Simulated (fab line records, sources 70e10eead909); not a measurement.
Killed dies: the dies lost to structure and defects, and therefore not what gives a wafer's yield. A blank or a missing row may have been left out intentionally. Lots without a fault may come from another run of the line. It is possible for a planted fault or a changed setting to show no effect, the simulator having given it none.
Chamber matching ; flow nand_harc ; rie_diel-10 running NHARC_A_STAIRCASE_TRIM_20: 4 sister chambers
The step chemistry O2, time 211.2 s. 8 wafers are shown with their chamber, then 8 later ones without.

## WAFERS WITH THEIR CHAMBER
wafer;chamber;drypump_motor_current_A (A);showerhead_plenum_p_Torr (Torr)
L078.1;1;6.4;3.53
L078.6;3;4.7;3.52
L088.3;2;6.1;3.73
L088.6;3;4.7;3.49
L090.2;2;6.1;3.72
L090.5;1;6.5;3.51
L090.6;0;5.4;3.53
L091.1;0;5.5;3.53

## WAFERS WITH NO CHAMBER GIVEN
wafer;drypump_motor_current_A (A);showerhead_plenum_p_Torr (Torr)
L091.2;6.5;3.51
L091.3;4.7;3.49
L096.1;5.4;3.52
L096.4;4.7;3.48
L096.6;4.7;3.48
L097.3;4.7;3.48
L097.4;6.1;3.71
L097.6;6.1;3.71

## EACH ONE'S CHAMBER
wafer;from the rows above;in truth
L091.2;1;1
L091.3;3;3
L096.1;0;0
L096.4;3;3
L096.6;3;3
L097.3;3;3
L097.4;2;2
L097.6;2;2
Placed correctly: 8 of 8. Left unplaced by these rows: 0. Number placed wrongly: 0.
How it was worked out, from the rows above alone: a wafer's distance from a chamber is the root of the sum, over the readings, of the square of ((its reading less the chamber's mean) divided by the reading's scatter). The wafer belongs to the nearest chamber; if the next one is less than 2 further off, it can't be placed. For every chamber, the mean is computed from those of its wafers that are shown. The scatter: the root of (the sum of the squares of (reading less its chamber's mean) over the shown wafers, divided by (wafers less chambers)).
